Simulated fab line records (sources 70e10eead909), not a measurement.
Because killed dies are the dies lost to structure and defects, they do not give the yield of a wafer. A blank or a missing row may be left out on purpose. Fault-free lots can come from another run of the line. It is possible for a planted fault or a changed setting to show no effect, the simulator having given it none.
Which tool was responsible? | flow nandHarc | 24 lots with 72 wafers sampled at 2 steps, on a route of 1159 steps

## WHAT THE GAUGES SHOWED, per wafer
NHARC_P_ZERO_WELL_INSPECT_43.
lot  | measured    | on               | rawDefectCount
L074 | day 1 19:42 | defectInspect-01 | 18 15 5
L075 | day 2 01:33 | defectInspect-01 | 9 19 13
L076 | day 2 07:37 | defectInspect-01 | 10 13 14
L077 | day 2 13:42 | defectInspect-02 | 12 13 19
L078 | day 2 19:46 | defectInspect-01 | 5 9 11
L079 | day 3 01:36 | defectInspect-02 | 14 18 7
L080 | day 3 07:33 | defectInspect-02 | 14 11 19
L081 | day 3 13:34 | defectInspect-01 | 19 18 13
L082 | day 3 19:22 | defectInspect-02 | 8 11 6
L083 | day 4 07:29 | defectInspect-02 | 17 10 18
L084 | day 4 07:35 | defectInspect-01 | 24 16 16
L085 | day 4 13:32 | defectInspect-01 | 10 10 12
L086 | day 4 19:41 | defectInspect-01 | 22 23 22
L087 | day 5 01:37 | defectInspect-02 | 7 10 10
L088 | day 5 07:28 | defectInspect-01 | 8 22 11
L089 | day 5 13:30 | defectInspect-01 | 11 3 14
L090 | day 5 19:34 | defectInspect-02 | 33 29 22
L091 | day 6 01:26 | defectInspect-01 | 19 12 19
L092 | day 6 07:37 | defectInspect-02 | 18 9 13
L093 | day 6 13:37 | defectInspect-02 | 13 15 22
L094 | day 6 19:45 | defectInspect-02 | 29 28 19
L095 | day 7 01:38 | defectInspect-02 | 11 10 14
L096 | day 7 07:38 | defectInspect-02 | 4 6 3
L097 | day 7 13:34 | defectInspect-01 | 5 10 9

## TOOL THAT RAN EACH LOT (tool first, then ch and the chambers of the sampled wafers, then the start)
lot  | NHARC_P_ZERO_WELL_ETCH_62
L074 | rieDiel-03 ch 0,2, day 1 19:42 or earlier
L075 | rieDiel-03 ch 1,2,3, day 2 01:33 or earlier
L076 | rieDiel-07 ch 1,2,3, day 2 07:37 or earlier
L077 | rieDiel-05 ch 0,1,2, day 2 13:42 or earlier
L078 | rieDiel-07 ch 0,1,3, day 2 19:46 or earlier
L079 | rieDiel-07 ch 0,1, day 3 01:36 or earlier
L080 | rieDiel-03 ch 1,2, day 3 07:33 or earlier
L081 | rieDiel-03 ch 0,2,3, day 3 13:34 or earlier
L082 | rieDiel-05 ch 0,1,2, day 3 19:22 or earlier
L083 | rieDiel-05 ch 0,1,3, day 4 07:29 or earlier
L084 | rieDiel-03 ch 0,1,3, day 4 07:35 or earlier
L085 | rieDiel-07 ch 0,1,3, day 4 13:32 or earlier
L086 | rieDiel-05 ch 0,3, day 4 19:41 or earlier
L087 | rieDiel-03 ch 0,2,3, day 5 01:37 or earlier
L088 | rieDiel-05 ch 0,3, day 5 07:28 or earlier
L089 | rieDiel-07 ch 0,2, day 5 13:30 or earlier
L090 | rieDiel-07 ch 0,2,3, day 5 19:34 or earlier
L091 | rieDiel-03 ch 0,1,2, day 6 01:26 or earlier
L092 | rieDiel-05 ch 1,2,3, day 6 07:37 or earlier
L093 | rieDiel-03 ch 0,2, day 6 13:37 or earlier
L094 | rieDiel-03 ch 0,1, day 6 19:45 or earlier
L095 | rieDiel-03 ch 0,1,3, day 7 01:38 or earlier
L096 | rieDiel-03 ch 0,3, day 7 07:38 or earlier
L097 | rieDiel-07 ch 0,2,3, day 7 13:34 or earlier
- NHARC_P_ZERO_WELL_ETCH_62: etches the open film in CHF3/Ar, target depth 13 nm, time 6.5 s.

## AS READ BY THE TOOLS THEMSELVES (means over the sampled wafers that have a number; for cases with no such wafer, the mark the record gives instead)
NHARC_P_ZERO_WELL_ETCH_62.
lot  | tool       | drypumpMotorCurrentA (A) | oesProductAu (a.u.) | rfVppV (V) | showerheadPlenumPTorr (Torr) | throttleValvePct (%)
L074 | rieDiel-03 | 5.9                      | 0.955               | 369.3      | 2.28                         | 20.222
L075 | rieDiel-03 | 5.9                      | 0.920               | 371.5      | 2.39                         | 20.216
L076 | rieDiel-07 | 5.4                      | 0.965               | 369.9      | 2.29                         | 20.220
L077 | rieDiel-05 | 5.4                      | 0.972               | 369.3      | 2.29                         | 20.213
L078 | rieDiel-07 | 5.7                      | 0.968               | 369.9      | 2.31                         | 20.208
L079 | rieDiel-07 | 6.0                      | 0.965               | 369.1      | 2.28                         | 20.222
L080 | rieDiel-03 | 6.1                      | 0.960               | 371.2      | 2.37                         | 20.219
L081 | rieDiel-03 | 5.8                      | 0.969               | 370.7      | 2.36                         | 20.215
L082 | rieDiel-05 | 5.4                      | 0.975               | 369.9      | 2.29                         | 20.216
L083 | rieDiel-05 | 5.5                      | 0.953               | 369.2      | 2.28                         | 20.218
L084 | rieDiel-03 | 5.8                      | 0.954               | 372.1      | 2.41                         | 20.213
L085 | rieDiel-07 | 5.7                      | 0.980               | 369.8      | 2.31                         | 20.219
L086 | rieDiel-05 | 5.6                      | 0.964               | 369.8      | 2.34                         | 20.215
L087 | rieDiel-03 | 5.8                      | 0.982               | 371.2      | 2.36                         | 20.209
L088 | rieDiel-05 | 5.6                      | 0.960               | 370.2      | 2.34                         | 20.210
L089 | rieDiel-07 | 5.5                      | 0.970               | 368.9      | 2.28                         | 20.210
L090 | rieDiel-07 | 5.5                      | 0.925               | 370.5      | 2.32                         | 20.220
L091 | rieDiel-03 | 6.0                      | 0.971               | 370.2      | 2.34                         | 20.207
L092 | rieDiel-05 | 5.6                      | 0.968               | 368.8      | 2.25                         | 20.215
L093 | rieDiel-03 | 5.9                      | 0.965               | 368.9      | 2.28                         | 20.224
L094 | rieDiel-03 | 6.1                      | 0.973               | 371.9      | 2.39                         | 20.210
L095 | rieDiel-03 | 5.9                      | 0.964               | 372.9      | 2.41                         | 20.221
L096 | rieDiel-03 | 5.6                      | 0.937               | 373.0      | 2.44                         | 20.213
L097 | rieDiel-07 | 5.4                      | 0.973               | 370.5      | 2.32                         | 20.208

## THE ANSWER, worked out from the rows above alone
Rule: the lots themselves supply what counts as usual. The widest of any qualifying gaps counts: lots, ordered by their means at a reading, are off when they make up no more than a third of the lots, leave a main group of 4 or more, and stand apart from it by 3 or more times the standard deviation of that group's means. Not used: any main group whose means are identical at the precision the tables above print for the reading. Also off: a lot with no number at a reading for which 4 or more lots have one. The other lots that the step has rows for count as sound. The gauges are gone through in route order, then the tools' own readings, and for those a lot's mean is taken as printed above. At the first step where some lot is off, the reading lying furthest off is the one used; lots without a number count as furthest.
No lot is off on any of the readings shown, so nothing can be concluded from this.

## WHAT WAS PUT IN BY THE SIMULATOR
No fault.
